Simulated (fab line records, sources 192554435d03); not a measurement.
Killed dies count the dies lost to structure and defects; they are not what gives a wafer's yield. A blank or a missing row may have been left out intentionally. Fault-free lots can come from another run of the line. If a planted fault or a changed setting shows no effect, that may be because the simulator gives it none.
fab line records	flow n5Finfet
record lots=10	wafers=28	lastDay=17
route steps=1938 shown SD_EPI_P@311 ILD0@335 SDB@357 BEOL_M4@1111
lots with no fault: from the same line, run without faults
startH: start of the lot's first displayed wafer, in hours after the record's first day	waitH: time in hours since the lot's previous step	" the same as in the row above	L1.1+2: a row that stands for several wafers	- no value, or no start was given	* or withheld: withheld	< > ~ a bound
route shown NAME@n: NAME is a module with steps in the file, n the number in the route of the first one	usual: average and standard deviation across the fault-free wafers	same: alike in all rows	chamber/n: place in a boat	sites: the reading at each site	_std_site: how widely they spread, as a standard deviation	_edge_site: inner sites' mean taken away from outer sites' mean	radiusMm: how far each site lies from the wafer's centre	mask NAME#n: copy n	behind: the last tool/chamber to shape the wafer	hold: cause of the lot's hold/its duration in hours/its outcome	device: names the non-switching transistor (n, p or np)	end of line: at the end of the route, the tests of the same wafers	a step given without rows: its recipe and nothing more	killed: the dies lost at the first sort to structure and to defects; this is not the yield of the wafer	map: dies across one wafer; x = killed, . = not, _ = none there
set.NAME: the setting that was run; set.NAME@STEP: the one run at that earlier step	model.NAME: the simulator's own value behind a step, which no gauge read
the route's steps for a sample of lots (tables are steps, rows are wafers)
services: the hour from which a tool's chamber was out of use, counted from the record's first day as startH (under 0 if before that day), plus the number of hours and why
## steps
# step N5_SD_EPI_P_ETCH_47
# recipe chemistry=CH3F/O2	target=SiOCN	targetDepthA=250	maskMaterial=SOC	ionEnergyEv=60	biasW=29	pressureMtorr=30	sourceW=410	Ar_flow_sccm=150	CH3F_flow_sccm=30	O2_flow_sccm=20
# usual drypumpMotorCurrentA=5.6/0.41	oesProductAu=0.77/0.07	rfFwdPowerW=408.3/1.3	rfVppV=127.7/2	showerheadPlenumPTorr=2.02/0.081	throttleValvePct=16.37/0.2
lot.wafer	tool	chamber	startH	waitH	drypumpMotorCurrentA	oesProductAu	rfFwdPowerW	rfHoursCounterH	rfVppV	showerheadPlenumPTorr	throttleValvePct
L922.2	rieDiel-04	0	54.54	0.1	5.3	0.80	407.5	131	129.6	2.10	16.37
L922.3	"	2	"	"	5.9	0.91	410.2	17	124.1	2.04	16.06
L922.6	"	1	"	"	5.5	0.74	408.1	-	129.0	2.06	16.63
L923.1	rieDiel-06	2	59.46	0.1	4.8	0.70	408.5	230	124.4	1.89	16.49
L923.3	"	0	"	"	5.6	0.76	408.6	154	126.6	2.08	16.46
L923.5	"	0	"	"	5.6	0.76	405.8	-	127.0	2.08	16.46
L928.1	rieDiel-04	0	89.52	0.1	5.3	0.78	409.2	140	130.1	2.09	16.42
L928.3	"	1	"	"	5.4	0.73	406.0	193	128.5	2.06	16.65
L928.5	"	3	"	"	6.0	0.72	411.1	-	125.9	2.07	16.35
L929.1	rieDiel-04	0	95.93	0.1	5.3	0.78	407.4	142	130.9	2.09	16.39
L929.3	"	1	"	"	5.5	0.73	410.5	195	130.6	2.06	16.66
L929.6	"	3	"	"	6.0	0.72	409.3	-	125.9	2.06	16.35
L930.2	rieDiel-06	2	103.52	0.1	4.8	0.68	407.7	242	125.9	1.88	16.53
L930.3	"	0	"	"	5.6	0.75	408.4	165	125.9	2.07	16.48
L930.5	"	1	"	"	5.5	0.80	406.9	-	127.9	1.85	16.08
L931.3	rieDiel-06	1	110.12	0.1	5.5	0.81	406.7	102	127.3	1.85	16.10
L931.4	"	2	"	"	4.8	0.69	408.3	244	125.8	1.88	16.53
L931.5	"	3	"	"	6.2	0.74	408.6	-	126.5	1.98	16.44
L933.2	rieDiel-04	3	120.31	0.1	6.0	0.71	409.4	207	126.8	2.06	16.36
L933.3	"	2	"	"	5.8	0.87	408.3	36	124.4	2.03	16.08
L933.5	"	0	"	"	5.3	0.77	408.5	-	131.9	2.09	16.42
L934.1	rieDiel-04	0	134.15	0.1	5.3	0.77	409.2	153	129.9	2.09	16.42
L934.4	"	1	"	"	5.4	0.72	409.3	206	130.3	2.06	16.69
L934.6	"	0	"	"	5.3	0.77	408.4	-	129.5	2.09	16.41
L940.2	rieDiel-06	0	165.39	0.1	5.6	0.73	405.8	188	126.2	2.06	16.53
L940.5	"	3	"	"	6.1	0.72	409.6	-	126.9	1.97	16.48
L941.4	rieDiel-06	3	168.42	0.1	6.2	0.72	407.4	229	127.2	1.97	16.49
L941.5	"	3	"	"	6.1	0.72	407.7	-	127.7	1.97	16.48
# step N5_ILD0_LINER_00
# recipe material=SiNx	targetThkA=40	tempC=400	aldPrecursorFamily=SiH2I2	aldCoReactant=N2/H2-plasma	pulseTimeS=1	purgeTimeS=2	coReactantPurgeTimeS=2	aldCycles=80	pressureTorr=2
# usual heaterPowerW=788/86	precursorPulseHeightRel=1.001/0.017	susceptorTempC=399.99/0.21
lot.wafer	tool	chamber	startH	waitH	heaterPowerW	precursorPulseHeightRel	susceptorTempC
L922.2	aldSin-04	3	60.49	0.0	928	0.984	399.78
L922.3	"	2	"	"	757	1.004	400.22
L922.6	"	1	"	"	827	1.008	399.94
L923.1	aldSin-02	0	63.45	0.0	963	0.970	399.84
L923.3	"	2	"	"	697	1.020	400.18
L923.5	"	1	"	"	698	1.003	400.23
L928.1	aldSin-02	1	94.68	0.2	685	1.049	400.16
L928.3	"	3	"	"	729	1.028	400.10
L928.5	"	0	"	"	918	1.016	399.59
L929.1	aldSin-02	2	102.07	0.0	705	1.018	399.23
L929.3	"	3	"	"	720	0.972	400.20
L929.6	"	2	"	"	718	1.000	400.08
L930.2	aldSin-04	2	109.57	0.0	731	1.002	400.02
L930.3	"	0	"	"	850	0.987	399.91
L930.5	"	1	"	"	821	0.972	400.08
L931.3	aldSin-02	0	116.10	0.0	926	1.000	400.01
L931.4	"	3	"	"	723	1.022	400.05
L931.5	"	2	"	"	704	1.021	399.77
L933.2	aldSin-04	1	124.69	0.2	821	0.988	399.76
L933.3	"	2	"	"	744	0.999	399.58
L933.5	"	2	"	"	745	0.995	399.92
L934.1	aldSin-02	2	138.15	0.0	702	0.991	399.93
L934.4	"	1	"	"	715	0.990	399.73
L934.6	"	3	"	"	729	1.003	400.22
L940.2	aldSin-02	3	170.59	0.0	736	0.976	399.87
L940.5	"	0	"	"	937	0.997	399.98
L941.4	aldSin-02	3	173.23	0.0	743	1.003	400.17
L941.5	"	0	"	"	938	0.985	400.36
# step N5_ILD0_ALD_15
# recipe material=SiNx	targetThkA=240	tempC=400	aldPrecursorFamily=SiH2I2	aldCoReactant=N2/H2-plasma	pulseTimeS=1	aldCycles=480	purgeTimeS=2	coReactantPurgeTimeS=2	pressureTorr=2
# usual aldCycles=480/0	heaterPowerW=798/82	precursorPulseHeightRel=0.999/0.021	susceptorTempC=400.00/0.23
lot.wafer	tool	chamber	startH	waitH	aldCycles	heaterPowerW	precursorPulseHeightRel	susceptorTempC
L922.2	aldSin-01	2	64.19	0.5	480	806	0.976	399.84
L922.3	"	1	"	"	480	808	1.007	400.11
L922.6	"	2	65.28	1.1	480	773	0.956	400.10
L923.1	aldSin-01	2	67.16	0.6	480	787	1.010	400.14
L923.3	"	3	"	"	480	878	1.017	399.77
L923.5	"	0	68.25	1.2	480	830	0.982	399.98
L928.1	aldSin-02	3	98.79	1.0	480	736	1.007	400.06
L928.3	"	2	"	"	480	695	1.020	400.38
L928.5	"	3	99.88	1.6	480	735	0.998	400.18
L929.1	aldSin-02	2	105.81	0.6	480	723	0.994	400.09
L929.3	"	3	"	"	480	741	0.994	400.09
L929.6	"	2	106.90	1.1	480	712	1.025	399.83
L930.2	aldSin-02	0	113.41	0.6	480	945	0.964	400.08
L930.3	"	2	"	"	480	720	0.984	399.64
L930.5	"	1	114.50	1.3	480	703	0.993	399.81
L931.3	aldSin-04	3	119.84	0.4	480	919	0.992	400.34
L931.4	"	1	"	"	480	792	0.992	400.17
L931.5	"	0	120.92	1.2	480	852	1.025	400.01
L933.2	aldSin-02	3	129.37	0.5	480	751	1.007	400.26
L933.3	"	0	"	"	480	946	0.961	400.29
L933.5	"	2	130.45	1.2	480	703	1.023	400.18
L934.1	aldSin-04	2	141.87	0.6	480	736	1.005	400.05
L934.4	"	3	"	"	480	928	1.024	399.92
L934.6	"	1	142.95	1.1	480	811	0.958	400.32
L940.2	aldSin-02	3	174.53	0.6	603	729	0.989	400.38
L940.5	"	1	175.61	1.3	480	707	1.017	400.01
L941.4	aldSin-02	3	177.15	0.3	603	741	0.973	399.61
L941.5	"	1	178.24	1.3	480	690	1.036	400.13
# step N5_SDB_OVL_MEAS_12
# recipe pointsPerWafer=44
# usual SDB_OVL=-0.4/0.77
lot.wafer	tool	chamber	startH	waitH	SDB_OVL[nm]
L922.2	overlay-01	0	67.23	0.0	0.3
L922.3	"	0	"	"	-0.8
L922.6	"	0	"	"	-0.9
L923.1	overlay-02	0	70.20	0.0	-1.6
L923.3	"	0	"	"	-1.4
L923.5	"	0	"	"	-0.4
L928.1	overlay-02	0	101.83	0.0	-1.6
L928.3	"	0	"	"	-1.6
L928.5	"	0	"	"	-1.4
L929.1	overlay-01	0	108.83	0.0	-0.7
L929.3	"	0	"	"	-1.4
L929.6	"	0	"	"	-0.8
L930.2	overlay-02	0	116.45	0.0	0.7
L930.3	"	0	"	"	-0.1
L930.5	"	0	"	"	-0.4
L931.3	overlay-02	0	122.92	0.0	-1.3
L931.4	"	0	"	"	0.1
L931.5	"	0	"	"	-0.8
L933.2	overlay-01	0	132.43	0.0	-0.5
L933.3	"	0	"	"	-0.4
L933.5	"	0	"	"	0.3
L934.1	overlay-01	0	144.94	0.0	-0.1
L934.4	"	0	"	"	0.2
L934.6	"	0	"	"	-1.1
L940.2	overlay-02	0	177.59	0.0	-1.0
L940.5	"	0	"	"	-0.9
L941.4	overlay-01	0	180.19	0.0	0.0
L941.5	"	0	"	"	-2.0
# step N5_BEOL_M4_RC_MEAS_101
# usual DIBL_N=35.9/1.8	DIBL_P=36.2/2	IOFF_N=0.16/0.031	IOFF_P=0.22/0.041	ION_N=676/11	ION_P=465/8.5	SS_N=71.4/0.64	SS_P=73.2/0.7	VT_N=250/3.5	VT_P=-250/3.9
lot.wafer	tool	chamber	startH	waitH	DIBL_N[mV/V]	DIBL_P[mV/V]	IOFF_N[nA/um]	IOFF_P[nA/um]	ION_N[uA/um]	ION_P[uA/um]	SS_N[mV/dec]	SS_P[mV/dec]	VT_N[mV]	VT_P[mV]
L923.1	prober-02	0	172.36	0.0	35.3	37.7	0.15	0.21	681	472	70.8	73.5	250	-250
L923.3	"	0	"	"	34.0	35.3	0.13	0.18	657	456	70.9	73.1	253	-252
L923.5	"	0	"	"	35.9	37.8	0.16	0.22	688	467	70.8	73.5	251	-249
L922.2	prober-01	0	172.38	0.2	35.4	35.3	0.13	0.22	672	466	71.4	72.4	255	-249
L922.3	"	0	"	"	36.9	37.8	0.17	0.29	694	484	71.1	73.3	249	-244
L922.6	"	0	"	"	35.3	34.9	0.14	0.23	674	476	70.7	73.0	252	-246
L928.1	prober-02	0	203.17	0.0	36.7	36.8	0.15	0.18	670	456	70.9	73.6	252	-256
L928.3	"	0	"	"	38.2	39.8	0.19	0.24	684	464	71.9	73.7	248	-250
L928.5	"	0	"	"	37.1	37.2	0.15	0.20	666	458	70.8	73.7	251	-253
L929.1	prober-01	0	214.18	0.0	34.1	32.5	0.12	0.19	672	468	71.3	72.5	253	-250
L929.3	"	0	"	"	36.5	35.7	0.17	0.24	682	464	71.4	73.8	247	-247
L929.6	"	0	"	"	36.3	35.0	0.16	0.22	675	459	71.6	72.7	249	-247
L931.3	prober-01	0	218.98	0.3	36.3	36.6	0.16	0.25	678	470	70.6	73.6	247	-242
L931.4	"	0	"	"	36.3	36.9	0.16	0.26	673	465	71.3	72.8	249	-245
L931.5	"	0	"	"	36.5	36.9	0.16	0.25	688	477	71.2	72.9	249	-246
L930.2	prober-01	0	231.62	0.2	34.9	37.0	0.15	0.21	687	466	71.2	73.0	249	-249
L930.3	"	0	"	"	35.7	37.8	0.17	0.23	681	467	72.0	73.2	251	-249
L930.5	"	0	"	"	34.9	37.7	0.15	0.23	675	468	71.4	73.7	249	-249
L933.2	prober-01	0	242.24	0.2	36.9	35.8	0.16	0.21	675	461	72.6	73.1	249	-250
L933.3	"	0	"	"	35.8	34.5	0.14	0.19	665	453	71.9	73.6	251	-252
L933.5	"	0	"	"	37.7	36.8	0.17	0.23	680	463	71.8	73.5	249	-247
L934.1	prober-02	0	243.81	0.0	35.2	36.3	0.16	0.22	689	471	71.2	74.0	249	-249
L934.4	"	0	"	"	35.5	36.5	0.17	0.22	673	463	71.4	74.3	247	-249
L934.6	"	0	"	"	32.4	32.3	0.11	0.17	650	456	71.5	72.7	256	-249
L940.2	prober-02	0	284.82	0.2	42.1	43.3	0.29	0.37	712	481	71.9	74.9	239	-239
L940.5	"	0	"	"	38.0	38.1	0.18	0.27	676	472	71.4	73.8	246	-244
L941.4	prober-01	0	291.13	0.5	38.3	39.0	0.20	0.26	685	476	72.2	73.0	246	-246
L941.5	"	0	"	"	37.5	37.9	0.18	0.24	678	464	72.2	73.7	248	-247
## services
tool	chamber	startH	hours	kind
aldSin-02	3	32.47	3.5	repair
aldSin-04	-	53.48	0.7	repair
rieDiel-04	0	62.99	3.1	repair
aldSin-04	1	66.51	9.2	repair
aldSin-01	-	85.25	14.0	pm
aldSin-01	0	85.25	14.0	ventCycle
aldSin-01	1	85.25	14.0	ventCycle
aldSin-01	2	85.25	14.0	ventCycle
aldSin-01	3	85.25	14.0	ventCycle
aldSin-01	0	99.25	-	clean
aldSin-01	1	99.25	-	clean
aldSin-01	2	99.25	-	clean
aldSin-01	3	99.25	-	clean
aldSin-01	0	103.30	121.1	repair
rieDiel-06	2	130.38	-	clean
rieDiel-06	2	130.38	-	consumableReplace:focusRing
rieDiel-06	2	130.38	-	consumableReplace:showerhead
rieDiel-06	2	130.38	17.2	scheduledDown
rieDiel-06	2	130.38	17.2	ventCycle
rieDiel-06	-	151.78	0.2	repair
aldSin-01	1	168.50	92.3	repair
## key
firstSign step=N5_ILD0_ALD_15	reading=aldCycles	direction=up	sigmas=99+	usual=*	struck=*
effect none on later readings
metAt N5_ILD0_ALD_15
struckLots L940,L941
struckWafers L940.2,L941.4
notActingAt N5_SD_EPI_P_ETCH_47,N5_ILD0_LINER_00,N5_SDB_OVL_MEAS_12
onsetBetween 129.37 174.53
fault kind=processParameterDrift	tool=aldSin-02	chamber=-	onsetH=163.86	steps=N5_ILD0_ALD_15	channel=aldCycles	offset=*	shape=step	endH=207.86	scope=struckWafersOnly	actsIn=*	stated=*
